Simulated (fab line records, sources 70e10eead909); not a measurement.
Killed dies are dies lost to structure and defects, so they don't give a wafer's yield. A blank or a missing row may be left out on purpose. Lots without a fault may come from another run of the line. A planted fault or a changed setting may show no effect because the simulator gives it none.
A struck lot beside a sound one | flow nand_harc | 14 steps out of a route of 1159
Sound: wafers L486.1, L486.2, L486.4. Struck: wafer L496.1. (L496.2, L496.5 of the same lot were not struck and are left out.) The cause comes at the end.
At each step with rows: each side's tool, then ch and its chambers, then its first start. Under that, the readings that differ: sound wafers | struck wafers | difference of the means | sigmas: that difference in standard deviations of wafers without a fault.
alike: readings whose means differ by less than 2 such deviations, and words and numbers that are the same on both sides. not compared: withheld readings, readings that some wafer has no value for, bounds like >300 that may hide the same value, and numbers for which the record gives no deviation and whose values overlap.
The two part at a step that has a row with sigmas, a row that says differs or no value, or rows on one side only. Numbers that don't overlap but have no deviation are shown without sigmas and don't part them. A reading that every wafer of one side lacks parts them only if that side has two wafers or more.

first, 6 steps without rows for these wafers: NHARC_A_STAIRCASE_SOFTBAKE_212 (time 170 s); NHARC_A_STAIRCASE_EBR_213; NHARC_A_STAIRCASE_EXPOSE_214 (exposes mask STAIR 3); NHARC_A_STAIRCASE_PEB_215 (peb time 130 s); NHARC_A_STAIRCASE_DEVELOP_216 (time 140 s); NHARC_A_STAIRCASE_HARDBAKE_218 (time 140 s).
NHARC_A_STAIRCASE_DESCUM_219: chemistry O2, time 3 s.
  sound on rie_diel-08 ch 1,2,3, day 11 14:40; struck on rie_diel-08 ch 2, day 14 11:43
  reading                | sound    | struck | difference | sigmas
  rf_hours_counter_h (h) | 45 48 48 | 5      | -42        |
  alike: drypump_motor_current_A, oes_product_au, rf_vpp_V, showerhead_plenum_p_Torr, throttle_valve_pct
then, 1 step without rows for these wafers: NHARC_A_STAIRCASE_TRIM_220 (chemistry O2, time 211.2 s).
NHARC_A_STAIRCASE_ETCH_221: etches the open film in C4F8/O2, target depth 100 nm, time 40.5 s.
  sound on rie_diel-08 ch 0,1,2; struck on rie_diel-08 ch 1
  reading                | sound    | struck | difference | sigmas
  rf_hours_counter_h (h) | 48 45 48 | 5      | -42        |
  alike: oes_product_au, rf_vpp_V
NHARC_A_STAIRCASE_TRIM_222: chemistry O2, time 211.2 s.
  sound on rie_diel-08 ch 0,1,3; struck on rie_diel-08 ch 2
  reading                | sound    | struck | difference | sigmas
  rf_hours_counter_h (h) | 45 45 48 | 6      | -40        |
  alike: drypump_motor_current_A, oes_product_au, rf_vpp_V, run_length_s, showerhead_plenum_p_Torr, throttle_valve_pct
NHARC_A_STAIRCASE_ETCH_223: etches the open film in C4F8/O2, target depth 100 nm, time 40.5 s.
  sound on rie_diel-08 ch 1,2,3; struck on rie_diel-08 ch 1
  reading                | sound    | struck | difference | sigmas
  rf_hours_counter_h (h) | 48 48 45 | 5      | -42        |
  alike: oes_product_au, rf_vpp_V
NHARC_A_STAIRCASE_TRIM_224: chemistry O2, time 211.2 s.
  sound on rie_diel-08 ch 1,2,3, day 11 15:12; struck on rie_diel-08 ch 0, day 14 12:26
  reading                | sound             | struck | difference | sigmas
  rf_hours_counter_h (h) | 48 48 45          | 6      | -41        |
  run_length_s (s)       | 232.7 231.9 231.9 | 169.7  | -62.5      | -99 or more
  alike: drypump_motor_current_A, oes_product_au, rf_vpp_V, showerhead_plenum_p_Torr, throttle_valve_pct
NHARC_A_STAIRCASE_ETCH_225: etches the open film in C4F8/O2, target depth 100 nm, time 40.5 s.
  sound on rie_diel-08 ch 0,1,3; struck on rie_diel-08 ch 0
  reading                | sound    | struck | difference | sigmas
  rf_hours_counter_h (h) | 48 45 45 | 6      | -40        |
  alike: oes_product_au, rf_vpp_V
then, 1 step without rows for these wafers: NHARC_END_SORT_01.

WHERE THEY PART
Only at NHARC_A_STAIRCASE_TRIM_224, within this record. Later steps at which nothing parts them and some readings are alike: NHARC_A_STAIRCASE_ETCH_225.

WHY: what the simulator had put in
Process parameter drift: rie_diel-08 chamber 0, from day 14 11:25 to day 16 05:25, at NHARC_A_STAIRCASE_TRIM_224. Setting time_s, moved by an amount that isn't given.
